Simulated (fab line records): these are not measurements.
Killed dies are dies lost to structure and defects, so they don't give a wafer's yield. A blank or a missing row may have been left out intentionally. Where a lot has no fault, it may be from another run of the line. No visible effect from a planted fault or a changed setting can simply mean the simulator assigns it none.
fab line records -- flow n5Finfet
[record] lots = 6, wafers = 18, lastDay = 17
route steps=1938 shown BEOL_M5@1179 PASSIVATION@1936
lots that met no fault: taken from a fault-free run of the same line
startH: hours from the record's opening day to when the first of the lot's shown wafers began -- waitH: time in hours since the lot's previous step -- " as in the row above -- L1.1+2: a row that stands for several wafers -- - value missing, or start not given -- * or withheld: withheld -- < > ~ a bound
route shown NAME@n: names a module that has steps shown in the file, with the first one's number in the route -- usual: mean/standard deviation of fault-free wafers -- same: alike in all rows -- chamber/n: place in a boat -- sites: the reading at each site -- _std_site: how widely they spread, as a standard deviation -- _edge_site: outer sites' mean less inner sites' -- radiusMm: how far each site lies from the wafer's centre -- mask NAME#n: copy n -- behind: tool/chamber where the wafer was last shaped -- hold: why the lot went on hold/how many hours it stayed there/how the hold came to an end -- device: which transistor (n, p or np) failed to switch -- end of line: at the end of the route, the tests of the same wafers -- step lacking rows: just its recipe -- killed: dies that structure and defects cost at the first sort, which is not the same as the wafer's yield -- map: a wafer's dies, marking killed ones x, the rest . and places with no die _
set.NAME: the run value of the setting; set.NAME@STEP: its run value at that earlier step -- model.NAME: the simulator's own value behind a step, which no gauge read
lots at some steps of the route; a table a step, a row a wafer
services: from which hour (startH, from the record's first day; less than 0 if before it) a tool's chamber was out of use, for how many hours, and why
[[steps]]
[step N5_BEOL_M5_SPUTTER_83]
[recipe] material = Cu, targetThkA = 150, tempC = -20, chamberPressurePa = 0.07, powerW = withheld, timeS = 27.62
[step N5_BEOL_M5_ANNEAL_84]
[recipe] tempC = 400, timeS = 1800, ambient = vacuum
[usual] heaterPowerW = 852/66
lot.wafer,tool,chamber,startH,waitH,heaterPowerW
L680.3,pvdSputter-02,-,195.95,0.0,778
L680.4,pvdSputter-02,-,195.95,0.0,872
L680.5,pvdSputter-02,-,195.95,0.0,785
L681.1,pvdSputter-02,-,201.90,0.0,876
L681.2,pvdSputter-02,-,201.90,0.0,762
L681.6,pvdSputter-02,-,201.90,0.0,879
L682.2,pvdSputter-01,-,201.97,0.0,973
L682.3,pvdSputter-01,-,201.97,0.0,838
L682.6,pvdSputter-01,-,201.97,0.0,864
L693.2,pvdSputter-02,-,265.09,0.0,888
L693.5,pvdSputter-02,-,265.09,0.0,850
L693.6,pvdSputter-02,-,265.09,0.0,900
L694.1,pvdSputter-01,-,270.90,0.0,822
L694.2,pvdSputter-01,-,270.90,0.0,946
L694.6,pvdSputter-01,-,270.90,0.0,830
L700.1,pvdSputter-01,-,309.15,0.0,835
L700.4,pvdSputter-01,-,309.15,0.0,959
L700.6,pvdSputter-01,-,309.15,0.0,938
[step N5_BEOL_M5_SPUTTER_88]
[recipe] material = Cu, targetThkA = 150, tempC = -20, chamberPressurePa = 0.07, powerW = withheld, timeS = 27.62
[usual] substrateTempC = -19.98/0.11, throttleValvePct = 30.3/1
lot.wafer,tool,chamber,startH,waitH,substrateTempC,throttleValvePct
L680.3,pvdSputter-02,-,196.96,0.5,-19.83,29.7
L680.4,pvdSputter-02,-,196.96,0.5,-20.04,31.0
L680.5,pvdSputter-02,-,196.96,0.5,-19.75,29.5
L681.1,pvdSputter-02,-,202.91,0.5,-19.85,31.1
L681.2,pvdSputter-02,-,202.91,0.5,-19.97,31.0
L681.6,pvdSputter-02,-,202.91,0.5,-20.09,31.0
L682.2,pvdSputter-01,-,202.97,0.5,-19.83,28.9
L682.3,pvdSputter-01,-,202.97,0.5,-19.76,29.3
L682.6,pvdSputter-01,-,202.97,0.5,-19.84,31.0
L693.2,pvdSputter-02,-,266.09,0.5,-20.05,31.3
L693.5,pvdSputter-02,-,266.09,0.5,-20.20,30.8
L693.6,pvdSputter-02,-,266.09,0.5,-19.92,31.2
L694.1,pvdSputter-01,-,271.91,0.5,-19.92,29.2
L694.2,pvdSputter-01,-,271.91,0.5,-20.01,28.9
L694.6,pvdSputter-01,-,271.91,0.5,-20.07,29.6
L700.1,pvdSputter-01,-,310.16,0.5,-20.07,29.8
L700.4,pvdSputter-01,-,310.16,0.5,-20.06,28.7
L700.6,pvdSputter-01,-,310.16,0.5,-20.07,28.9
[step N5_BEOL_M5_ANNEAL_89]
[recipe] tempC = 400, timeS = 1800, ambient = vacuum
[step N5_BEOL_M5_SPUTTER_90]
[recipe] material = Cu, targetThkA = 45, tempC = -20, chamberPressurePa = 0.07, powerW = withheld, timeS = 8.29
[step N5_BEOL_M5_ECD_50]
[recipe] material = Cu, targetThkA = 3000
[step N5_BEOL_M5_ANNEAL_51]
[recipe] tempC = 225, timeS = 90, ambient = N2
[step N5_BEOL_M5_CMP_52]
[recipe] stopOn = SiCOH_lowk, tOverpolishS = 6.9, downForcePsi = 1, platenRpm = 50, clearingPlatenDownForcePsi = 1.5, clearingPlatenRpm = 50, postCmpClean = cuAlkaline, targetThkNm = 62, clearingPlatenPadVelocityMS = 0.99484, padVelocityMS = 0.99484
[usual] barrierFieldEndpointS = 24.6/0.62, clearingPlatenRpm = 49.995/0.028, motorCurrentA = 6.6/0.6, overpolishRunS = 6.901/0.0087, platenRpm = 50.00/0.036, timeToEndpointS = 63/3.3
lot.wafer,tool,chamber,startH,waitH,barrierFieldEndpointS,clearingPlatenRpm,motorCurrentA,overpolishRunS,platenRpm,timeToEndpointS
L680.4,cmp-03,2,198.58,0.2,24.8,49.953,6.7,6.888,49.99,64
L680.3,cmp-03,3,198.58,0.2,24.3,49.980,7.4,6.904,50.05,64
L680.5,cmp-03,1,198.58,0.2,25.1,49.958,6.5,6.899,49.95,66
L681.1,cmp-03,0,204.53,0.3,24.9,50.060,7.8,6.894,50.03,61
L681.2,cmp-03,2,204.53,0.3,25.5,49.993,7.4,6.903,49.96,68
L681.6,cmp-03,0,204.53,0.3,25.1,50.061,7.2,6.923,49.96,61
L682.3,cmp-01,3,204.76,0.2,23.4,49.996,6.8,6.913,50.08,56
L682.2,cmp-01,0,204.76,0.2,24.0,49.991,6.1,6.887,50.03,60
L682.6,cmp-01,0,204.76,0.2,24.2,50.020,5.9,6.890,50.03,59
L693.2,cmp-02,2,267.81,0.3,24.2,49.994,5.9,6.891,49.99,57
L693.6,cmp-02,3,267.81,0.3,23.7,49.991,5.8,6.906,49.93,56
L693.5,cmp-02,0,267.81,0.3,24.3,50.029,6.4,6.906,50.04,60
L694.1,cmp-01,0,273.59,0.3,25.2,49.974,5.9,6.893,49.94,63
L694.2,cmp-01,1,273.59,0.3,24.5,49.979,6.0,6.910,49.98,64
L694.6,cmp-01,2,273.59,0.3,25.1,50.032,6.2,6.919,50.01,65
L700.1,cmp-03,2,311.75,0.3,24.1,50.019,7.5,6.908,49.94,64
L700.4,cmp-03,3,311.75,0.3,24.3,49.973,7.2,6.896,50.01,63
L700.6,cmp-03,3,311.75,0.3,24.7,49.964,7.4,6.909,50.02,63
[step N5_BEOL_M5_THK_MEAS_53]
[recipe] thkMeasGauge = xrf, reads = Cu_of_BEOL_M5_ECD_50
[usual] M5_THK = 62.2/1.6
lot.wafer,tool,chamber,startH,waitH,M5_THK[nm]
L680.3,filmMetro-02,-,198.84,-,60.1
L680.4,filmMetro-02,-,198.84,-,62.6
L680.5,filmMetro-02,-,198.84,-,63.6
L681.1,filmMetro-01,-,204.79,-,62.2
L681.2,filmMetro-01,-,204.79,-,65.6
L681.6,filmMetro-01,-,204.79,-,61.3
L682.2,filmMetro-01,-,205.06,-,63.5
L682.3,filmMetro-01,-,205.06,-,60.7
L682.6,filmMetro-01,-,205.06,-,61.3
L693.2,filmMetro-02,-,267.99,-,62.2
L693.5,filmMetro-02,-,267.99,-,62.4
L693.6,filmMetro-02,-,267.99,-,62.3
L694.1,filmMetro-01,-,273.80,-,64.0
L694.2,filmMetro-01,-,273.80,-,62.1
L694.6,filmMetro-01,-,273.80,-,60.1
L700.1,filmMetro-01,-,312.04,-,63.2
L700.4,filmMetro-01,-,312.04,-,65.6
L700.6,filmMetro-01,-,312.04,-,64.8
[step N5_BEOL_M5_PRE_CLEAN_77]
[recipe] gas = NH3/H2, timeS = 15, tempC = *, rfPowerW = 300
[usual] heaterPowerW = 83/12, rfFwdPowerW = 297.1/1
lot.wafer,tool,chamber,startH,waitH,heaterPowerW,rfFwdPowerW
L680.3,cvdCo-02,2,198.89,0.1,58,295.1
L680.4,cvdCo-02,0,198.89,0.1,94,298.9
L680.5,cvdCo-02,0,198.89,0.1,94,298.2
L681.1,cvdCo-01,1,204.83,0.0,75,297.3
L681.2,cvdCo-01,2,204.83,0.0,89,298.1
L681.6,cvdCo-01,2,204.83,0.0,87,298.4
L682.2,cvdCo-01,1,205.09,0.0,76,297.8
L682.3,cvdCo-01,0,205.09,0.0,85,296.9
L682.6,cvdCo-01,1,205.09,0.0,77,299.4
L693.2,cvdCo-01,0,268.03,0.0,85,294.8
L693.5,cvdCo-01,1,268.03,0.0,76,296.0
L693.6,cvdCo-01,0,268.03,0.0,85,295.7
L694.1,cvdCo-01,2,273.84,0.0,89,297.1
L694.2,cvdCo-01,0,273.84,0.0,85,296.0
L694.6,cvdCo-01,2,273.84,0.0,90,296.3
L700.1,cvdCo-02,2,312.08,0.0,59,297.6
L700.4,cvdCo-02,2,312.08,0.0,59,296.0
L700.6,cvdCo-02,0,312.08,0.0,93,298.4
[step N5_BEOL_M5_CO_CAP_78]
[recipe] material = Co, targetThkA = 20, tempC = 200, precursor = CCTBA/H2, pressureTorr = 30, timeS = 102.1
[usual] heaterPowerW = 233/15
lot.wafer,tool,chamber,startH,waitH,heaterPowerW
L680.3,cvdCo-02,2,198.97,0.1,202
L680.4,cvdCo-02,0,198.97,0.1,244
L680.5,cvdCo-02,0,198.97,0.1,253
L681.1,cvdCo-01,1,204.87,0.0,227
L681.2,cvdCo-01,2,204.87,0.0,236
L681.6,cvdCo-01,2,204.87,0.0,241
L682.2,cvdCo-01,1,205.13,0.0,227
L682.3,cvdCo-01,0,205.13,0.0,234
L682.6,cvdCo-01,1,205.13,0.0,229
L693.2,cvdCo-01,0,268.07,0.0,239
L693.5,cvdCo-01,1,268.07,0.0,235
L693.6,cvdCo-01,0,268.07,0.0,240
L694.1,cvdCo-01,2,273.88,0.0,246
L694.2,cvdCo-01,0,273.88,0.0,243
L694.6,cvdCo-01,2,273.88,0.0,246
L700.1,cvdCo-02,2,312.12,0.0,207
L700.4,cvdCo-02,2,312.12,0.0,205
L700.6,cvdCo-02,0,312.12,0.0,256
[step N5_BEOL_M5_PRE_CLEAN_55]
[recipe] gas = NH3, timeS = 15, tempC = withheld, rfPowerW = 300
[step N5_BEOL_M5_DEP_56]
[recipe] material = SiCN, targetThkA = 80, tempC = withheld, precursor = 3MS/NH3, pressureTorr = 3, rfW = 202, timeS = 14
[usual] rfFwdPowerW = 199.3/1, showerheadPlenumPTorr = 3.665/0.013, throttleValvePct = 9.1/0.59
lot.wafer,tool,chamber,startH,waitH,rfFwdPowerW,showerheadPlenumPTorr,throttleValvePct,model.SiCN_of_BEOL_M5_DEP_56.thkNm
L680.3,pecvd-02,0,199.15,0.1,200.5,3.685,9.3,8
L680.4,pecvd-02,0,199.15,0.1,199.7,3.675,9.3,8.2
L680.5,pecvd-02,0,199.15,0.1,199.3,3.685,9.2,8.2
L681.1,pecvd-04,1,204.99,0.0,-,3.646,8.7,6.4
L681.2,pecvd-04,0,204.99,0.0,-,3.670,8.5,6.2
L681.6,pecvd-04,0,204.99,0.0,-,3.667,8.4,6.4
L682.2,pecvd-04,0,205.26,0.0,-,3.661,8.5,6.4
L682.3,pecvd-04,1,205.26,0.0,-,3.643,8.6,6.8
L682.6,pecvd-04,1,205.26,0.0,-,3.649,8.4,6.6
L693.2,pecvd-04,1,268.18,0.0,198.5,3.641,8.8,8
L693.5,pecvd-04,0,268.18,0.0,200.2,3.675,8.6,8
L693.6,pecvd-04,1,268.18,0.0,198.2,3.650,8.8,8.2
L694.1,pecvd-02,0,274.00,0.0,198.6,3.681,9.4,8
L694.2,pecvd-02,1,274.00,0.0,199.8,3.651,10.1,8
L694.6,pecvd-02,0,274.00,0.0,198.3,3.686,9.3,8
L700.1,pecvd-02,0,312.24,0.0,199.1,3.676,9.8,8
L700.4,pecvd-02,1,312.24,0.0,199.1,3.657,10.0,8.2
L700.6,pecvd-02,2,312.24,0.0,199.3,3.663,8.6,8
[step N5_BEOL_M5_RS_MEAS_57]
[recipe] thkMeasGauge = four-point-probe, reads = Co_of_BEOL_M5_CO_CAP_78+Cu_of_BEOL_M5_ECD_50+Co_of_BEOL_M5_CVD_47+TaN_of_BEOL_M5_ALD_86
[usual] M5_RS = 0.390/0.012
lot.wafer,tool,chamber,startH,waitH,M5_RS[ohm/sq]
L680.3,filmMetro-02,-,199.25,0.1,0.405
L680.4,filmMetro-02,-,199.25,0.1,0.382
L680.5,filmMetro-02,-,199.25,0.1,0.377
L681.1,filmMetro-01,-,205.08,0.1,0.388
L681.2,filmMetro-01,-,205.08,0.1,0.365
L681.6,filmMetro-01,-,205.08,0.1,0.391
L682.2,filmMetro-01,-,205.35,0.1,0.379
L682.3,filmMetro-01,-,205.35,0.1,0.398
L682.6,filmMetro-01,-,205.35,0.1,0.394
L693.2,filmMetro-01,-,268.25,0.1,0.393
L693.5,filmMetro-01,-,268.25,0.1,0.389
L693.6,filmMetro-01,-,268.25,0.1,0.392
L694.1,filmMetro-01,-,274.06,0.0,0.373
L694.2,filmMetro-01,-,274.06,0.0,0.388
L694.6,filmMetro-01,-,274.06,0.0,0.401
L700.1,filmMetro-01,-,312.30,0.0,0.379
L700.4,filmMetro-01,-,312.30,0.0,0.361
L700.6,filmMetro-01,-,312.30,0.0,0.370
[step N5_PASSIVATION_PROBE_49]
[usual] defectLimitedYield = 91.1/1.3, killed_at_M0_to_M3 = 35/11, killed_at_M4_up = 13/5.4, killedAtContacts = 14/6.5, killedAtFrontEnd = 41/11, killedAtOther = 4/3.1, killedDies = 106/15, killedOpen = 69/12, killedShort = 35/7, sort_bin_5_function = 5.2/0.86, sort_bin_6_memory = 3.4/0.64, sortNPass = 1074/15, sortYieldPct = 91.0/1.3
[same] grossDies = 1180, killedAtBackSide = 0, sort_bin_4_leakage[%] = 0, sort_bin_8_speed[%] = 0
lot.wafer,tool,chamber,startH,waitH,defectLimitedYield[%],killed_at_M0_to_M3,killed_at_M4_up,killedAtContacts,killedAtFrontEnd,killedAtOther,killedDies,killedOpen,killedShort,sort_bin_5_function[%],sort_bin_6_memory[%],sortNPass,sortYieldPct[%]
L681.1,prober-02,-,293.44,0.0,90.4,32,11,16,50,4,113,71,40,6.2,3.3,1067,90.4
L681.2,prober-02,-,293.49,0.1,92.5,31,6,10,28,13,88,52,34,4.2,2.3,1092,92.5
L681.6,prober-02,-,293.69,0.3,92.1,34,7,16,29,7,93,67,23,4.9,2.8,1087,92.1
// killed by level:class
L681.1 MOL_CONTACT_COAG:geometricParticle:open=15 BEOL_M0_SAQP:geometricParticle:open=11 STI_FIN_REVEAL:geometricParticle:open=9 BEOL_M0_SAQP:geometricParticle:short=9 FIN_SAQP:geometricParticle:open=7 GATE_CUT:geometricParticle:short=7 FIN_SAQP:geometricParticle:short=5 DUMMY_GATE:geometricParticle:open=5
L681.2 BEOL_M0_SAQP:geometricParticle:open=11 MOL_CONTACT_COAG:geometricParticle:open=8 BEOL_M0_SAQP:geometricParticle:short=6 BEOL_M2:geometricParticle:open=5 GATE_CUT:geometricParticle:short=4 PASS1_CAP:geometricParticle:open=4 FIN_SAQP:geometricParticle:short=3 STI_FIN_REVEAL:geometricParticle:open=3
L681.6 MOL_CONTACT_COAG:geometricParticle:open=13 STI_FIN_REVEAL:geometricParticle:open=9 BEOL_M0:geometricParticle:open=8 DUMMY_GATE:geometricParticle:open=6 BEOL_M0_SAQP:geometricParticle:short=6 FIN_SAQP:geometricParticle:open=5 BEOL_M0_SAQP:geometricParticle:open=4 BEOL_M3:geometricParticle:open=4
[[services]]
tool,chamber,startH,hours,kind
cmp-01,-,174.91,4.0,pm
cmp-01,-,178.91,-,consumableReplace:conditioner
cmp-01,-,178.91,-,consumableReplace:pad
cmp-01,-,180.08,0.8,repair
pecvd-02,2,183.09,2.1,scheduledDown
pecvd-02,2,186.39,16.3,repair
cmp-02,-,187.36,5.6,pm
pecvd-04,2,202.38,-,clean
pecvd-04,2,202.38,-,consumableReplace:showerhead
pecvd-04,2,202.38,29.0,scheduledDown
pecvd-04,2,202.38,29.0,ventCycle
pecvd-04,-,206.89,0.8,repair
cvdCo-02,-,226.00,0.7,repair
cmp-02,-,241.21,2.3,repair
cmp-01,-,244.66,2.3,repair
cvdCo-02,-,258.86,0.4,repair
cmp-02,-,277.63,3.8,repair
cmp-03,-,285.31,2.6,repair
cmp-02,-,302.98,4.0,pm
cmp-02,-,306.98,-,consumableReplace:conditioner
cmp-02,-,306.98,-,consumableReplace:pad
[[key]]
firstSign none at tools or gauges
[modelEffect] step = N5_BEOL_M5_DEP_56, value = SiCN_of_BEOL_M5_DEP_56.thkNm, without = 8.067, struck = 6.467
metAt N5_BEOL_M5_DEP_56
struckWafers L681.1,L681.2,L681.6,L682.2,L682.3,L682.6
[fault] kind = processParameterDrift, tool = pecvd-04, chamber = -, onsetH = 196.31, steps = N5_BEOL_M5_DEP_56, channel = timeS, offset = *, shape = step, endH = 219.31, actsIn = *, stated = *
